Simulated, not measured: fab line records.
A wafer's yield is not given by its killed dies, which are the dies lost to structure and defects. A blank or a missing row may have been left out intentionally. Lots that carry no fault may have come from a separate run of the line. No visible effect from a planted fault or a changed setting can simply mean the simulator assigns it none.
fab line records | flow n5_finfet | part 1 of 2: steps 1 to 24 of 37
record: lots: 5 | wafers: 15 | last_day: 19
route steps=1938 shown BEOL_M12@1656 BEOL_M13@1659
lots that met no fault: from a run of the same line without faults
start_h: hours from the record's first day to the start of the lot's first wafer shown | wait_h: hours from the lot's prior step to this one | " the same as in the row above | L1.1+2: several wafers, shown together as one row | - no value, or no start was given | * or withheld: withheld | < > ~ a bound
route shown NAME@n: names a module that has steps shown in the file, with the first one's number in the route | usual: mean and standard deviation over wafers with no fault | same: alike in all rows | chamber/n: place in a boat | sites: the reading at each site | _std_site: the standard deviation of these | _edge_site: inner sites' mean taken away from outer sites' mean | radius_mm: for every site, how far away it sits from the centre of the wafer | mask NAME#n: copy n | behind: the most recent tool/chamber to have shaped the wafer | hold: why the lot went on hold/how many hours it stayed there/how the hold came to an end | device: which transistor (n, p or np) failed to switch | end of line: at the end of the route, the tests of the same wafers | a step given without rows: its recipe and nothing more | killed: the dies lost at the first sort to structure and to defects; this is not the yield of the wafer | map: a wafer's dies, x killed, . not, _ none there
set.NAME: setting as actually run; set.NAME@STEP: the setting as run at that earlier step | model.NAME: the simulator's own value behind a step, which no gauge read
a table for each step, a row for each wafer; lots at some steps of the route
services: the hour from which a tool's chamber was out of use, counted from the record's first day as start_h (under 0 if before that day), plus the number of hours and why
== steps ==
step: N5_BEOL_M12_DEP_53
recipe: material: SiCN | target_thk_a: 300 | temp_c: withheld | precursor: 3MS/NH3 | pressure_torr: 3 | rf_w: 675 | time_s: 10.5
usual: rf_fwd_power_W: 664/5.3 | showerhead_plenum_p_Torr: 4.170/0.016 | throttle_valve_pct: 18.2/1.2
lot.wafer | tool     | chamber | start_h | wait_h | rf_fwd_power_W | showerhead_plenum_p_Torr | throttle_valve_pct
L074.1    | pecvd-03 | 1       | 275.31  | 0.0    | 660            | 4.179                    | 17.7
L074.4    | "        | 0       | "       | "      | 658            | 4.153                    | 19.7
L074.6    | "        | 1       | "       | "      | 660            | 4.154                    | 18.2
L077.1    | pecvd-03 | 0       | 298.47  | 0.0    | 659            | 4.147                    | 20.1
L077.2    | "        | 2       | "       | "      | 673            | 4.155                    | 16.7
L077.3    | "        | 1       | "       | "      | 657            | 4.162                    | 17.9
L076.1    | pecvd-04 | 2       | 304.69  | 0.0    | 659            | 4.169                    | 17.4
L076.4    | "        | 0       | "       | "      | 672            | 4.169                    | 19.2
L076.6    | "        | 2       | "       | "      | 656            | 4.175                    | 17.3
L086.1    | pecvd-03 | 0       | 359.42  | 0.0    | 659            | 4.168                    | 20.0
L086.3    | "        | 0       | "       | "      | 656            | 4.147                    | 19.9
L086.5    | "        | 2       | "       | "      | 669            | 4.167                    | 16.7
L092.1    | pecvd-04 | 1       | 421.32  | 0.0    | 670            | 4.203                    | 17.0
L092.2    | "        | 2       | "       | "      | 660            | 4.183                    | 17.5
L092.6    | "        | 2       | "       | "      | 660            | 4.170                    | 17.5
step: N5_BEOL_M12_RS_MEAS_54
recipe: thk_meas_gauge: four-point-probe | reads: Cu_of_BEOL_M12_ECD_47+Ta_of_BEOL_M12_SPUTTER_44+TaN_of_BEOL_M12_SPUTTER_43
usual: M12_RS: 0.0603/0.00085
lot.wafer | tool          | chamber | start_h | wait_h | M12_RS[ohm/sq]
L074.1    | film_metro-02 | -       | 275.38  | 0.0    | 0.0606
L074.4    | "             | -       | "       | "      | 0.0590
L074.6    | "             | -       | "       | "      | 0.0588
L077.1    | film_metro-01 | -       | 298.53  | 0.0    | 0.0614
L077.2    | "             | -       | "       | "      | 0.0600
L077.3    | "             | -       | "       | "      | 0.0602
L076.1    | film_metro-01 | -       | 304.75  | 0.0    | 0.0610
L076.4    | "             | -       | "       | "      | 0.0610
L076.6    | "             | -       | "       | "      | 0.0599
L086.1    | film_metro-01 | -       | 359.50  | 0.1    | 0.0602
L086.3    | "             | -       | "       | "      | 0.0590
L086.5    | "             | -       | "       | "      | 0.0612
L092.1    | film_metro-02 | -       | 421.38  | 0.0    | 0.0603
L092.2    | "             | -       | "       | "      | 0.0590
L092.6    | "             | -       | "       | "      | 0.0613
step: N5_BEOL_M12_INSPECT_55
recipe: inspect_instrument: darkfield | mode: post_dep
usual: raw_defect_count: 66/25
lot.wafer | tool              | chamber | start_h | wait_h | raw_defect_count
L074.1    | defect_inspect-01 | -       | 275.40  | 0.0    | 82
L074.4    | "                 | -       | "       | "      | 66
L074.6    | "                 | -       | "       | "      | 153
L077.1    | defect_inspect-02 | -       | 298.56  | 0.0    | 76
L077.2    | "                 | -       | "       | "      | 42
L077.3    | "                 | -       | "       | "      | 45
L076.1    | defect_inspect-02 | -       | 304.78  | 0.0    | 63
L076.4    | "                 | -       | "       | "      | 80
L076.6    | "                 | -       | "       | "      | 77
L086.1    | defect_inspect-01 | -       | 359.53  | 0.0    | 69
L086.3    | "                 | -       | "       | "      | 90
L086.5    | "                 | -       | "       | "      | 81
L092.1    | defect_inspect-01 | -       | 421.41  | 0.0    | 54
L092.2    | "                 | -       | "       | "      | 87
L092.6    | "                 | -       | "       | "      | 94
step: N5_BEOL_M13_ILD_DEP_00
recipe: material: SiOC | target_thk_a: 8379.2 | temp_c: 350 | precursor: DEMS/O2 | pressure_torr: 5 | rf_w: 500 | time_s: 166.4
usual: heater_power_outer_w: 233/45 | heater_power_w: 457/61 | rf_fwd_power_W: 497.8/1.7 | showerhead_plenum_p_Torr: 5.700/0.012 | throttle_valve_pct: 11.9/0.79
lot.wafer | tool     | chamber | start_h | wait_h | heater_power_outer_w | heater_power_w | rf_fwd_power_W | showerhead_plenum_p_Torr | throttle_valve_pct
L074.1    | pecvd-02 | 0       | 275.44  | 0.0    | 212                  | 415            | 493.5          | 5.682                    | 13.1
L074.4    | "        | 1       | "       | "      | 220                  | 459            | 500.5          | 5.687                    | 12.6
L074.6    | "        | 0       | "       | "      | 141                  | 322            | 498.7          | 5.691                    | 13.0
L077.1    | pecvd-02 | 0       | 298.60  | 0.0    | 207                  | 413            | 496.9          | 5.708                    | 13.2
L077.2    | "        | 1       | "       | "      | 202                  | 442            | 497.4          | 5.707                    | 12.6
L077.3    | "        | 2       | "       | "      | 299                  | 538            | 495.0          | 5.707                    | 11.2
L076.1    | pecvd-02 | 0       | 304.82  | 0.0    | 203                  | 408            | 499.0          | 5.714                    | 12.9
L076.4    | "        | 1       | "       | "      | 205                  | 457            | 500.0          | 5.710                    | 12.9
L076.6    | "        | 2       | "       | "      | 272                  | 510            | 495.2          | 5.707                    | 11.1
L086.1    | pecvd-02 | 0       | 359.56  | 0.0    | 167                  | 361            | 497.1          | 5.674                    | 13.0
L086.3    | "        | 1       | "       | "      | 225                  | 463            | 498.0          | 5.700                    | 12.9
L086.5    | "        | 1       | "       | "      | 156                  | 390            | 499.6          | 5.696                    | 12.9
L092.1    | pecvd-04 | 2       | 421.45  | 0.0    | 211                  | 429            | 498.3          | 5.704                    | 11.4
L092.2    | "        | 0       | "       | "      | 235                  | 461            | 497.6          | 5.683                    | 12.5
L092.6    | "        | 1       | "       | "      | 300                  | 555            | 499.9          | 5.729                    | 11.3
step: N5_BEOL_M13_THK_MEAS_01
recipe: reads: SiOC_of_BEOL_M13_ILD_DEP_00
usual: M13_ILD_THK: 836/10
lot.wafer | tool          | chamber | start_h | wait_h | M13_ILD_THK[nm]
L074.1    | film_metro-02 | -       | 275.60  | 0.1    | 824
L074.4    | "             | -       | "       | "      | 837
L074.6    | "             | -       | "       | "      | 838
L077.1    | film_metro-02 | -       | 298.75  | 0.1    | 835
L077.2    | "             | -       | "       | "      | 828
L077.3    | "             | -       | "       | "      | 829
L076.1    | film_metro-02 | -       | 304.97  | 0.1    | 832
L076.4    | "             | -       | "       | "      | 843
L076.6    | "             | -       | "       | "      | 841
L086.1    | film_metro-01 | -       | 359.71  | 0.1    | 828
L086.3    | "             | -       | "       | "      | 836
L086.5    | "             | -       | "       | "      | 849
L092.1    | film_metro-02 | -       | 421.60  | 0.1    | 825
L092.2    | "             | -       | "       | "      | 834
L092.6    | "             | -       | "       | "      | 833
step: N5_BEOL_M13_COAT_58
recipe: resist: BARC | temp_c: 205 | time_s: 60 | spin_rpm: 1500 | resist_thk_nm: 89
lot.wafer  | tool           | chamber | start_h | wait_h
L074.1+4+6 | litho_track-05 | 0       | 275.64  | 0.0
L077.1+2+3 | litho_track-04 | 0       | 298.78  | 0.0
L076.1+4+6 | litho_track-04 | 0       | 305.00  | 0.0
L086.1+3+5 | litho_track-04 | 0       | 359.75  | 0.0
L092.1+2+6 | litho_track-04 | 0       | 421.63  | 0.0
step: N5_BEOL_M13_COAT_04
recipe: spin_rpm: 1625 | resist_thk_nm: 400
lot.wafer  | tool           | chamber | start_h | wait_h
L074.1+4+6 | litho_track-05 | 0       | -       | -
L077.1+2+3 | litho_track-04 | 0       | -       | -
L076.1+4+6 | litho_track-04 | 0       | -       | -
L086.1+3+5 | litho_track-04 | 0       | -       | -
L092.1+2+6 | litho_track-04 | 0       | -       | -
step: N5_BEOL_M13_EBR_06
recipe: solvent: PGMEA | ebr_width_mm: 1.5
lot.wafer  | tool           | chamber | start_h | wait_h
L074.1+4+6 | litho_track-05 | 0       | -       | -
L077.1+2+3 | litho_track-04 | 0       | -       | -
L076.1+4+6 | litho_track-04 | 0       | -       | -
L086.1+3+5 | litho_track-04 | 0       | -       | -
L092.1+2+6 | litho_track-04 | 0       | -       | -
step: N5_BEOL_M13_SOFTBAKE_05
recipe: temp_c: 130 | time_s: 60
lot.wafer  | tool           | chamber | start_h | wait_h
L074.1+4+6 | litho_track-05 | 0       | -       | -
L077.1+2+3 | litho_track-04 | 0       | -       | -
L076.1+4+6 | litho_track-04 | 0       | -       | -
L086.1+3+5 | litho_track-04 | 0       | -       | -
L092.1+2+6 | litho_track-04 | 0       | -       | -
step: N5_BEOL_M13_EXPOSE_07
recipe: mask_id: V12 | na: 0.93 | source_shape: conventional | sigma_outer: 0.6 | polarization: unpolarized | attpsm_phase_deg: 180 | dose_mj: 24.8
lot.wafer  | tool           | chamber | start_h | wait_h | mask
L074.1+4+6 | krf_scanner-02 | 0       | 275.86  | -      | V12#0
L077.1+2+3 | krf_scanner-02 | 0       | 299.00  | -      | V12#0
L076.1+4+6 | krf_scanner-02 | 0       | 305.10  | -      | V12#0
L086.1+3+5 | krf_scanner-02 | 0       | 359.97  | -      | V12#0
L092.1+2+6 | krf_scanner-02 | 0       | 421.73  | -      | V12#0
step: N5_BEOL_M13_PEB_08
recipe: peb_temp_c: 130 | peb_time_s: 90
lot.wafer  | tool           | chamber | start_h | wait_h
L074.1+4+6 | litho_track-01 | 0       | 275.92  | 0.1
L077.1+2+3 | litho_track-04 | 0       | 299.06  | 0.1
L076.1+4+6 | litho_track-05 | 0       | 305.16  | 0.1
L086.1+3+5 | litho_track-04 | 0       | 360.03  | 0.1
L092.1+2+6 | litho_track-04 | 0       | 421.79  | 0.1
step: N5_BEOL_M13_DEVELOP_09
recipe: develop_time_s: 45 | rinse_liquid: diw | dry: air_spin | dev_temp_c: 21
lot.wafer  | tool           | chamber | start_h | wait_h
L074.1+4+6 | litho_track-01 | 0       | -       | -
L077.1+2+3 | litho_track-04 | 0       | -       | -
L076.1+4+6 | litho_track-05 | 0       | -       | -
L086.1+3+5 | litho_track-04 | 0       | -       | -
L092.1+2+6 | litho_track-04 | 0       | -       | -
step: N5_BEOL_M13_HARDBAKE_14
recipe: temp_c: 130 | time_s: 120
lot.wafer  | tool           | chamber | start_h | wait_h
L074.1+4+6 | litho_track-01 | 0       | -       | -
L077.1+2+3 | litho_track-04 | 0       | -       | -
L076.1+4+6 | litho_track-05 | 0       | -       | -
L086.1+3+5 | litho_track-04 | 0       | -       | -
L092.1+2+6 | litho_track-04 | 0       | -       | -
step: N5_BEOL_M13_CD_MEAS_10
recipe: target_cd_nm: 190 | landing_energy_ev: 500 | detector: se_inlens | polarity: opening
usual: cd_nm: 190.2/1.3
lot.wafer | tool      | chamber | start_h | wait_h | cd_nm
L074.1    | cd_sem-03 | 0       | 276.03  | -      | 191.3
L074.4    | "         | 0       | "       | "      | 190.1
L074.6    | "         | 0       | "       | "      | 191.3
L077.1    | cd_sem-03 | 0       | 299.18  | -      | 192.3
L077.2    | "         | 0       | "       | "      | 191.5
L077.3    | "         | 0       | "       | "      | 191.8
L076.1    | cd_sem-01 | 0       | 305.27  | -      | 190.2
L076.4    | "         | 0       | "       | "      | 188.4
L076.6    | "         | 0       | "       | "      | 189.8
L086.1    | cd_sem-01 | 0       | 360.14  | -      | 191.6
L086.3    | "         | 0       | "       | "      | 190.9
L086.5    | "         | 0       | "       | "      | 190.4
L092.1    | cd_sem-01 | 0       | 421.90  | -      | 193.0
L092.2    | "         | 0       | "       | "      | 193.9
L092.6    | "         | 0       | "       | "      | 193.3
step: N5_BEOL_M13_OVL_MEAS_11
recipe: points_per_wafer: 44
usual: V12_OVL: -4/5.3
same: points_per_wafer: 44
lot.wafer | tool       | chamber | start_h | wait_h | V12_OVL[nm]
L074.1    | overlay-01 | 0       | 276.06  | 0.0    | -8
L074.4    | "          | 0       | "       | "      | -3
L074.6    | "          | 0       | "       | "      | 4
L077.1    | overlay-02 | 0       | 299.21  | 0.0    | -3
L077.2    | "          | 0       | "       | "      | -4
L077.3    | "          | 0       | "       | "      | -4
L076.1    | overlay-02 | 0       | 305.30  | 0.0    | -7
L076.4    | "          | 0       | "       | "      | 4
L076.6    | "          | 0       | "       | "      | 2
L086.1    | overlay-02 | 0       | 360.17  | 0.0    | -11
L086.3    | "          | 0       | "       | "      | -12
L086.5    | "          | 0       | "       | "      | -12
L092.1    | overlay-01 | 0       | 421.93  | 0.0    | -2
L092.2    | "          | 0       | "       | "      | -15
L092.6    | "          | 0       | "       | "      | -13
step: N5_BEOL_M13_INSPECT_12
recipe: mode: adi | inspect_instrument: macro
usual: raw_defect_count: 2.0/1.4
lot.wafer | tool              | chamber | start_h | wait_h | raw_defect_count
L074.1    | defect_inspect-02 | -       | 276.09  | 0.0    | 0
L074.4    | "                 | -       | "       | "      | 3
L074.6    | "                 | -       | "       | "      | 0
L077.1    | defect_inspect-02 | -       | 299.23  | 0.0    | 2
L077.2    | "                 | -       | "       | "      | 2
L077.3    | "                 | -       | "       | "      | 3
L076.1    | defect_inspect-02 | -       | 305.32  | 0.0    | 2
L076.4    | "                 | -       | "       | "      | 1
L076.6    | "                 | -       | "       | "      | 2
L086.1    | defect_inspect-01 | -       | 360.20  | 0.0    | 1
L086.3    | "                 | -       | "       | "      | 1
L086.5    | "                 | -       | "       | "      | 0
L092.1    | defect_inspect-01 | -       | 421.95  | 0.0    | 1
L092.2    | "                 | -       | "       | "      | 2
L092.6    | "                 | -       | "       | "      | 1
step: N5_BEOL_M13_DESCUM_15
recipe: chemistry: O2 | time_s: 7.9 | source_power_w: 50 | bias_power_w: 20 | pressure_mtorr: 20 | rf_frequency_hz: 2.712e+07 | temp_c: 40 | o2_flow_sccm: 225
usual: drypump_motor_current_A: 5.3/0.43 | oes_product_au: 0.77/0.09 | rf_fwd_power_W: 49.43/0.23 | rf_vpp_V: 244.0/0.9 | showerhead_plenum_p_Torr: 2.15/0.043 | throttle_valve_pct: 20.44/0.22
lot.wafer | tool        | chamber | start_h | wait_h | drypump_motor_current_A | oes_product_au | rf_fwd_power_W | rf_hours_counter_h | rf_vpp_V | showerhead_plenum_p_Torr | throttle_valve_pct
L074.1    | rie_diel-02 | 0       | 276.12  | 0.0    | 5.0                     | 0.67           | 49.51          | 225                | 245.0    | 2.15                     | 20.60
L074.4    | "           | 3       | "       | "      | 5.5                     | 0.80           | 49.63          | 104                | 244.0    | 2.19                     | 20.18
L074.6    | "           | 2       | "       | "      | 4.8                     | 0.80           | 49.69          | -                  | 244.9    | 2.20                     | 20.87
L077.1    | rie_diel-02 | 3       | 299.26  | 0.0    | 5.5                     | 0.79           | 49.84          | 111                | 243.7    | 2.19                     | 20.19
L077.2    | "           | 0       | "       | "      | 5.0                     | 0.66           | 49.32          | 232                | 244.4    | 2.15                     | 20.60
L077.3    | "           | 1       | "       | "      | 5.0                     | 0.73           | 49.45          | 186                | 244.4    | 2.18                     | 20.27
L076.1    | rie_diel-04 | 0       | 305.36  | 0.0    | 6.1                     | 0.91           | 49.28          | 28                 | 244.0    | 2.14                     | 20.45
L076.4    | "           | 1       | "       | "      | 6.1                     | 0.94           | 49.10          | 11                 | 243.8    | 2.23                     | 20.17
L076.6    | "           | 2       | "       | "      | 5.5                     | 0.69           | 49.13          | -                  | 243.1    | 2.06                     | 20.55
L086.1    | rie_diel-01 | 1       | 360.23  | 0.0    | 5.7                     | 0.90           | 49.18          | 28                 | 243.9    | 2.14                     | 20.42
L086.3    | "           | 2       | "       | "      | 5.0                     | 0.72           | 49.76          | 206                | 243.1    | 2.08                     | 20.71
L086.5    | "           | 2       | "       | "      | 5.0                     | 0.71           | 49.66          | -                  | 243.4    | 2.08                     | 20.73
L092.1    | rie_diel-01 | 2       | 421.99  | 0.0    | 5.0                     | 0.70           | 49.79          | 223                | 241.6    | 2.08                     | 20.74
L092.2    | "           | 0       | "       | "      | 5.5                     | 0.69           | 49.58          | 217                | 243.3    | 2.16                     | 20.38
L092.6    | "           | 3       | "       | "      | 4.6                     | 0.70           | 49.07          | -                  | 244.0    | 2.15                     | 20.33
step: N5_BEOL_M13_ETCH_59
recipe: chemistry: N2/H2 | target: BARC | target_depth_a: 890 | overetch_a: 267 | time_s: 67.9 | ion_energy_ev: 200 | pressure_mtorr: 30 | source_w: 840 | bias_w: 150 | n2_flow_sccm: 200 | h2_flow_sccm: 200
usual: drypump_motor_current_A: 5.3/0.43 | oes_product_au: 0.66/0.073 | rf_fwd_power_W: 833/3.3 | rf_vpp_V: 525.8/1.7 | showerhead_plenum_p_Torr: 2.61/0.056 | throttle_valve_pct: 17.90/0.23
lot.wafer | tool        | chamber | start_h | wait_h | drypump_motor_current_A | oes_product_au | rf_fwd_power_W | rf_hours_counter_h | rf_vpp_V | showerhead_plenum_p_Torr | throttle_valve_pct
L074.1    | rie_diel-02 | 0       | 276.16  | 0.0    | 5.1                     | 0.58           | 837            | 225                | 526.8    | 2.62                     | 18.10
L074.4    | "           | 3       | "       | "      | 5.5                     | 0.68           | 833            | 104                | 527.3    | 2.67                     | 17.64
L074.6    | "           | 2       | "       | "      | 4.8                     | 0.69           | 832            | -                  | 527.1    | 2.67                     | 18.41
L077.1    | rie_diel-02 | 3       | 299.30  | 0.0    | 5.5                     | 0.67           | 832            | 111                | 527.2    | 2.67                     | 17.64
L077.2    | "           | 0       | "       | "      | 5.0                     | 0.58           | 834            | 232                | 526.2    | 2.62                     | 18.09
L077.3    | "           | 1       | "       | "      | 5.1                     | 0.62           | 841            | 186                | 525.3    | 2.64                     | 17.76
L076.1    | rie_diel-04 | 0       | 305.39  | 0.0    | 6.1                     | 0.77           | 831            | 28                 | 525.5    | 2.60                     | 17.88
L076.4    | "           | 1       | "       | "      | 6.1                     | 0.80           | 827            | 11                 | 528.0    | 2.71                     | 17.55
L076.6    | "           | 2       | "       | "      | 5.5                     | 0.59           | 833            | -                  | 521.0    | 2.51                     | 18.05
L086.1    | rie_diel-01 | 1       | 360.27  | 0.0    | 5.8                     | 0.76           | 832            | 28                 | 524.1    | 2.60                     | 17.95
L086.3    | "           | 2       | "       | "      | 5.0                     | 0.61           | 840            | 206                | 522.1    | 2.52                     | 18.07
L086.5    | "           | 2       | "       | "      | 5.0                     | 0.61           | 835            | -                  | 524.1    | 2.52                     | 18.06
L092.1    | rie_diel-01 | 2       | 422.02  | 0.0    | 5.0                     | 0.61           | 838            | 223                | 522.9    | 2.51                     | 18.10
L092.2    | "           | 0       | "       | "      | 5.5                     | 0.60           | 832            | 217                | 524.6    | 2.62                     | 17.83
L092.6    | "           | 3       | "       | "      | 4.7                     | 0.60           | 835            | -                  | 526.0    | 2.62                     | 17.81
step: N5_BEOL_M13_VIA_ETCH_16
recipe: chemistry: C4F8/O2/Ar | target: SiOC | pressure_mtorr: 30 | source_w: 3000 | bias_w: 700 | Ar_flow_sccm: 400 | C4F8_flow_sccm: 15 | O2_flow_sccm: 8 | he_inner_torr: 15 | he_outer_torr: 30 | target_depth_a: 9217 | time_s: withheld | ion_energy_ev: 250 | ends: cleared
usual: C4F8_flow_sccm: 15.00/0.046 | drypump_motor_current_A: 5.3/0.43 | oes_product_au: 0.69/0.081 | rf_fwd_power_W: 2992/8.8 | rf_vpp_V: 667.7/2.1 | showerhead_plenum_p_Torr: 3.50/0.07 | throttle_valve_pct: 24.19/0.21
lot.wafer | tool        | chamber | start_h | wait_h | C4F8_flow_sccm | drypump_motor_current_A | oes_product_au | rf_fwd_power_W | rf_vpp_V | showerhead_plenum_p_Torr | throttle_valve_pct
L074.1    | rie_diel-02 | 0       | 276.21  | 0.0    | 15.01          | 5.0                     | 0.61           | 2999           | 668.8    | 3.50                     | 24.30
L074.4    | "           | 3       | "       | "      | 14.98          | 5.5                     | 0.71           | 2993           | 669.4    | 3.57                     | 23.94
L074.6    | "           | 2       | "       | "      | 14.97          | 4.9                     | 0.72           | 2997           | 669.7    | 3.58                     | 24.72
L077.1    | rie_diel-02 | 3       | 299.35  | 0.0    | 15.03          | 5.5                     | 0.70           | 2996           | 669.2    | 3.57                     | 23.96
L077.2    | "           | 0       | "       | "      | 15.07          | 5.0                     | 0.60           | 2981           | 669.3    | 3.50                     | 24.31
L077.3    | "           | 1       | "       | "      | 14.97          | 5.1                     | 0.65           | 2988           | 669.1    | 3.55                     | 24.04
L076.1    | rie_diel-04 | 0       | 305.45  | 0.0    | 14.98          | 6.1                     | 0.83           | 2980           | 666.8    | 3.48                     | 24.20
L076.4    | "           | 1       | "       | "      | 14.96          | 6.1                     | 0.85           | 2996           | 671.8    | 3.63                     | 23.98
L076.6    | "           | 2       | "       | "      | 14.96          | 5.5                     | 0.62           | 2978           | 663.9    | 3.37                     | 24.32
L086.1    | rie_diel-01 | 1       | 360.32  | 0.0    | 15.03          | 5.8                     | 0.80           | 2985           | 666.9    | 3.49                     | 24.23
L086.3    | "           | 2       | "       | "      | 15.03          | 5.0                     | 0.63           | 2986           | 666.1    | 3.38                     | 24.35
L086.5    | "           | 2       | "       | "      | 14.98          | 5.0                     | 0.64           | 2991           | 665.2    | 3.38                     | 24.34
L092.1    | rie_diel-01 | 2       | 422.08  | 0.0    | 14.96          | 5.0                     | 0.63           | 2986           | 664.1    | 3.37                     | 24.37
L092.2    | "           | 0       | "       | "      | 15.04          | 5.5                     | 0.63           | 3002           | 666.9    | 3.51                     | 24.03
L092.6    | "           | 3       | "       | "      | 14.98          | 4.6                     | 0.63           | 2995           | 669.0    | 3.51                     | 24.11
step: N5_BEOL_M13_STRIP_63
recipe: chemistry: N2/H2 | power_w: 1000 | temp_c: 250 | h2_frac: 0.65 | overash_fraction: 0.3 | pressure_mtorr: 1000 | n2_flow_sccm: 1750 | h2_flow_sccm: 3250
usual: drypump_motor_current_A: 5.6/0.66 | heater_power_w: 323/46 | oes_product_au: 0.675/0.0047 | strip_time_to_endpoint_s: 28.1/0.9
same: overash_fraction: 0.3
lot.wafer | tool            | chamber | start_h | wait_h | drypump_motor_current_A | heater_power_w | oes_product_au | rf_hours_counter_h | strip_time_to_endpoint_s
L074.1    | plasma_asher-01 | 0       | 276.44  | -      | 5.8                     | 286            | 0.680          | 89                 | 29.5
L074.4    | "               | 0       | "       | "      | 5.8                     | 292            | 0.678          | -                  | 27.7
L074.6    | "               | 1       | "       | "      | 4.7                     | 339            | 0.674          | -                  | 27.8
L077.1    | plasma_asher-01 | 0       | 299.66  | -      | 5.8                     | 289            | 0.678          | 98                 | 27.8
L077.2    | "               | 1       | "       | "      | 4.7                     | 348            | 0.674          | 98                 | 28.7
L077.3    | "               | 0       | "       | "      | 5.8                     | 291            | 0.675          | -                  | 28.4
L076.1    | plasma_asher-01 | 0       | 305.87  | -      | 5.8                     | 294            | 0.674          | 101                | 28.0
L076.4    | "               | 0       | "       | "      | 5.8                     | 283            | 0.671          | -                  | 26.8
L076.6    | "               | 1       | "       | "      | 4.7                     | 335            | 0.676          | -                  | 28.1
L086.1    | plasma_asher-02 | 0       | 360.55  | -      | 6.1                     | 278            | 0.673          | 122                | 28.6
L086.3    | "               | 0       | "       | "      | 6.1                     | 276            | 0.670          | -                  | 28.4
L086.5    | "               | 1       | "       | "      | 6.5                     | 414            | 0.671          | -                  | 26.6
L092.1    | plasma_asher-02 | 1       | 422.31  | -      | 6.5                     | 413            | 0.679          | 134                | 28.9
L092.2    | "               | 0       | "       | "      | 6.1                     | 278            | 0.672          | 134                | 28.6
L092.6    | "               | 0       | "       | "      | 6.1                     | 276            | 0.683          | -                  | 28.5
step: N5_BEOL_M13_STRIP_64
recipe: chemistry: N2/H2 | power_w: 1000 | temp_c: 250 | h2_frac: 0.65 | overash_fraction: 0.3 | pressure_mtorr: withheld | n2_flow_sccm: 1750 | h2_flow_sccm: 3250
usual: drypump_motor_current_A: 5.6/0.66 | heater_power_w: 324/46 | oes_product_au: 0.715/0.0045 | strip_time_to_endpoint_s: 31.34/0.06
same: overash_fraction: 0.3
lot.wafer | tool            | chamber | start_h | wait_h | drypump_motor_current_A | heater_power_w | oes_product_au | rf_hours_counter_h | strip_time_to_endpoint_s
L074.1    | plasma_asher-01 | 0       | 276.50  | 0.0    | 5.8                     | 281            | 0.711          | 89                 | 31.26
L074.4    | "               | 0       | "       | "      | 5.8                     | 284            | 0.714          | -                  | 31.18
L074.6    | "               | 1       | "       | "      | 4.7                     | 351            | 0.715          | -                  | 31.32
L077.1    | plasma_asher-01 | 0       | 299.72  | 0.0    | 5.8                     | 287            | 0.719          | 98                 | 31.39
L077.2    | "               | 1       | "       | "      | 4.7                     | 335            | 0.722          | 98                 | 31.36
L077.3    | "               | 0       | "       | "      | 5.8                     | 281            | 0.707          | -                  | 31.37
L076.1    | plasma_asher-01 | 0       | 305.93  | 0.0    | 5.8                     | 295            | 0.717          | 101                | 31.31
L076.4    | "               | 0       | "       | "      | 5.8                     | 285            | 0.718          | -                  | 31.31
L076.6    | "               | 1       | "       | "      | 4.7                     | 341            | 0.718          | -                  | 31.41
L086.1    | plasma_asher-02 | 0       | 360.61  | 0.0    | 6.1                     | 285            | 0.712          | 122                | 31.42
L086.3    | "               | 0       | "       | "      | 6.1                     | 276            | 0.722          | -                  | 31.40
L086.5    | "               | 1       | "       | "      | 6.5                     | 417            | 0.717          | -                  | 31.41
L092.1    | plasma_asher-02 | 1       | 422.37  | 0.0    | 6.5                     | 417            | 0.725          | 134                | 31.34
L092.2    | "               | 0       | "       | "      | 6.1                     | 276            | 0.713          | 134                | 31.35
L092.6    | "               | 0       | "       | "      | 6.1                     | 282            | 0.712          | -                  | 31.30
step: N5_BEOL_M13_STRIP_71
recipe: chemistry: post_etch_residue_remover | time_s: 60 | temp_c: 25 | remover_ph: withheld | remover_water_wt_pct: withheld | remover_fluoride_wt_pct: withheld
lot.wafer  | tool         | chamber | start_h | wait_h
L074.1+4+6 | wet_bench-04 | 7,4,5   | 276.59  | 0.1
L077.1+2+3 | wet_bench-04 | 7,1,0   | 299.80  | 0.1
L076.1+4+6 | wet_bench-04 | 2,5,1   | 306.02  | 0.1
L086.1+3+5 | wet_bench-02 | 7,3,0   | 360.70  | 0.1
L092.1+2+6 | wet_bench-03 | 0,7,2   | 422.46  | 0.1
step: N5_BEOL_M13_SRD_72
recipe: time_s: 30 | temp_c: 23 | rinse_liquid: diw | dry: n2_spin | spin_rpm: 1500 | dry_time_s: 30
usual: do_supply_ppb: 10.00/0.11
lot.wafer | tool         | chamber | start_h | wait_h | do_supply_ppb
L074.1    | wet_bench-04 | 7       | 276.61  | 0.0    | 10.12
L074.4    | "            | 4       | "       | "      | 10.16
L074.6    | "            | 5       | "       | "      | 10.08
L077.1    | wet_bench-04 | 7       | 299.82  | 0.0    | 9.89
L077.2    | "            | 1       | "       | "      | 9.89
L077.3    | "            | 0       | "       | "      | 9.97
L076.1    | wet_bench-04 | 2       | 306.04  | 0.0    | 10.09
L076.4    | "            | 5       | "       | "      | 9.91
L076.6    | "            | 1       | "       | "      | 10.03
L086.1    | wet_bench-02 | 7       | 360.72  | 0.0    | 10.07
L086.3    | "            | 3       | "       | "      | 10.17
L086.5    | "            | 0       | "       | "      | 10.08
L092.1    | wet_bench-03 | 0       | 422.48  | 0.0    | 10.00
L092.2    | "            | 7       | "       | "      | 9.88
L092.6    | "            | 2       | "       | "      | 10.12
step: N5_BEOL_M13_CD_MEAS_17
recipe: target_cd_nm: 190 | polarity: opening
usual: cd_nm: 190.3/1.5
lot.wafer | tool      | chamber | start_h | wait_h | cd_nm
L074.1    | cd_sem-02 | -       | 276.65  | 0.0    | 191.9
L074.4    | "         | -       | "       | "      | 191.3
L074.6    | "         | -       | "       | "      | 192.9
L077.1    | cd_sem-01 | -       | 299.86  | 0.0    | 190.8
L077.2    | "         | -       | "       | "      | 190.3
L077.3    | "         | -       | "       | "      | 192.1
L076.1    | cd_sem-01 | -       | 306.08  | 0.0    | 190.5
L076.4    | "         | -       | "       | "      | 189.9
L076.6    | "         | -       | "       | "      | 189.6
L086.1    | cd_sem-01 | -       | 360.76  | 0.0    | 191.1
L086.3    | "         | -       | "       | "      | 190.9
L086.5    | "         | -       | "       | "      | 191.0
L092.1    | cd_sem-01 | -       | 422.52  | 0.0    | 193.6
L092.2    | "         | -       | "       | "      | 193.5
L092.6    | "         | -       | "       | "      | 191.9
